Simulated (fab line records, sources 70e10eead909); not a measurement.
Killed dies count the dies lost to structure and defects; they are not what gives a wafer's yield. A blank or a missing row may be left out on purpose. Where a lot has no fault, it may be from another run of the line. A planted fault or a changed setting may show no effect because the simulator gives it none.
Which of the tools did it? / flow nand harc / route of 1302 steps, sampled at 1 step: 12 lots, 36 wafers

WHAT THE GAUGES SHOWED, per wafer
NHARC_P_M0_INSPECT_11.
lot=L075; measured=day 6 12:22; on=defect inspect-02; raw defect count=9 3 4
lot=L077; measured=day 7 05:16; on=defect inspect-02; raw defect count=1 9 2
lot=L079; measured=day 8 05:44; on=defect inspect-02; raw defect count=6 3 3
lot=L081; measured=day 8 21:13; on=defect inspect-01; raw defect count=4 4 5
lot=L083; measured=day 9 16:14; on=defect inspect-01; raw defect count=3 4 5
lot=L085; measured=day 10 18:56; on=defect inspect-01; raw defect count=3 3 5
lot=L087; measured=day 11 12:22; on=defect inspect-02; raw defect count=4 7 3
lot=L089; measured=day 12 10:46; on=defect inspect-02; raw defect count=6 3 2
lot=L091; measured=day 13 00:22; on=defect inspect-01; raw defect count=3 0 2
lot=L093; measured=day 13 23:08; on=defect inspect-01; raw defect count=5 1 4
lot=L095; measured=day 14 14:07; on=defect inspect-01; raw defect count=4 5 7
lot=L097; measured=day 15 12:51; on=defect inspect-02; raw defect count=6 2 4

EACH LOT AND THE TOOL THAT RAN IT (in order: tool; ch and the chambers of the sampled wafers; start)
No process step before these readings appears in the record.

THE ANSWER, worked out from the rows above alone
Rule: the usual values come from the lots themselves. Put in order of their means at a reading, lots are off if they are a third of the lots or fewer, leave a main group of 4 or more, and stand apart from it by a gap of 3 or more times the standard deviation of the main group's means; of several such gaps the widest counts. A main group whose means are all the same, to the digits that the tables above print for the reading, isn't used. Also off: a lot with no number at a reading for which 4 or more lots have one. The other lots that the step has rows for count as sound.
No lot is off on any of the readings shown, so nothing can be concluded from this.

WHAT THE SIMULATOR HAD INSERTED
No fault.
